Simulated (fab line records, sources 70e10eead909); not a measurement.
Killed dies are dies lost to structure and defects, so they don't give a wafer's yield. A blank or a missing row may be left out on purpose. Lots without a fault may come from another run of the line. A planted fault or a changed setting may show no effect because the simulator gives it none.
Chamber matching | flow nand_harc | NHARC_A_CONTACT_ETCH_91 on rie_diel-01: 4 sister chambers
The step etches the open film in CH3F/O2, target depth 40 nm, time 85.7 s. 20 wafers are shown with their chamber, then 10 later ones without.

WAFERS WITH THEIR CHAMBER
wafer  | chamber | showerhead_plenum_p_Torr (Torr) | drypump_motor_current_A (A) | rf_vpp_V (V)
L074.3 | 0       | 2.35                            | 5.6                         | 243.3
L074.5 | 1       | 2.54                            | 5.9                         | 245.4
L074.6 | 2       | 2.32                            | 5.4                         | 240.8
L078.2 | 0       | 2.35                            | 5.6                         | 242.5
L078.3 | 3       | 2.65                            | 5.1                         | 246.9
L078.6 | 3       | 2.65                            | 5.1                         | 245.4
L086.3 | 1       | 2.53                            | 6.0                         | 245.8
L086.5 | 3       | 2.63                            | 5.0                         | 247.8
L086.6 | 0       | 2.34                            | 5.6                         | 243.6
L090.1 | 0       | 2.34                            | 5.6                         | 242.3
L090.4 | 3       | 2.63                            | 5.0                         | 246.6
L090.6 | 1       | 2.53                            | 6.0                         | 244.7
L089.2 | 2       | 2.31                            | 5.4                         | 241.1
L089.4 | 0       | 2.34                            | 5.6                         | 241.2
L089.5 | 2       | 2.31                            | 5.4                         | 241.5
L093.1 | 2       | 2.31                            | 5.4                         | 243.3
L093.4 | 1       | 2.53                            | 6.0                         | 245.0
L093.5 | 3       | 2.63                            | 5.0                         | 247.7
L092.1 | 3       | 2.63                            | 5.0                         | 246.8
L092.3 | 2       | 2.31                            | 5.4                         | 242.8

SIGNATURES (means of the wafers above)
reading                  | chamber 0 | chamber 1 | chamber 2 | chamber 3 | scatter within a chamber
showerhead_plenum_p_Torr | 2.3440    | 2.5325    | 2.3120    | 2.6367    | 0.00711
drypump_motor_current_A  | 5.600     | 5.975     | 5.400     | 5.033     | 0.0361
rf_vpp_V                 | 242.580   | 245.225   | 241.900   | 246.867   | 0.895
Rule: a wafer's distance from a chamber is the root of the sum, over the readings, of the square of ((its reading less the chamber's mean) divided by the reading's scatter). The wafer belongs to the nearest chamber; if the next one is less than 2 further off, it can't be placed. The scatter: the root of (the sum of the squares of (reading less its chamber's mean) over the shown wafers, divided by (wafers less chambers)).

WAFERS WITHOUT THEIR CHAMBER
wafer  | showerhead_plenum_p_Torr (Torr) | drypump_motor_current_A (A) | rf_vpp_V (V)
L092.4 | 2.53                            | 6.0                         | 245.7
L097.1 | 2.33                            | 5.6                         | 243.0
L097.2 | 2.31                            | 5.4                         | 241.6
L097.5 | 2.52                            | 5.9                         | 246.8
L094.2 | 2.33                            | 5.6                         | 244.4
L094.4 | 2.63                            | 5.1                         | 247.8
L094.6 | 2.31                            | 5.4                         | 240.7
L096.1 | 2.52                            | 6.0                         | 245.0
L096.5 | 2.30                            | 5.4                         | 242.7
L096.6 | 2.52                            | 6.0                         | 245.0

WHICH CHAMBER EACH WENT THROUGH
wafer  | from the rows above | in truth
L092.4 | 1                   | 1
L097.1 | 0                   | 0
L097.2 | 2                   | 2
L097.5 | 1                   | 1
L094.2 | 0                   | 0
L094.4 | 3                   | 3
L094.6 | 2                   | 2
L096.1 | 1                   | 1
L096.5 | 2                   | 2
L096.6 | 1                   | 1
Placed correctly: 10 of 10. Can't be placed from these rows: 0. Placed wrongly: 0.
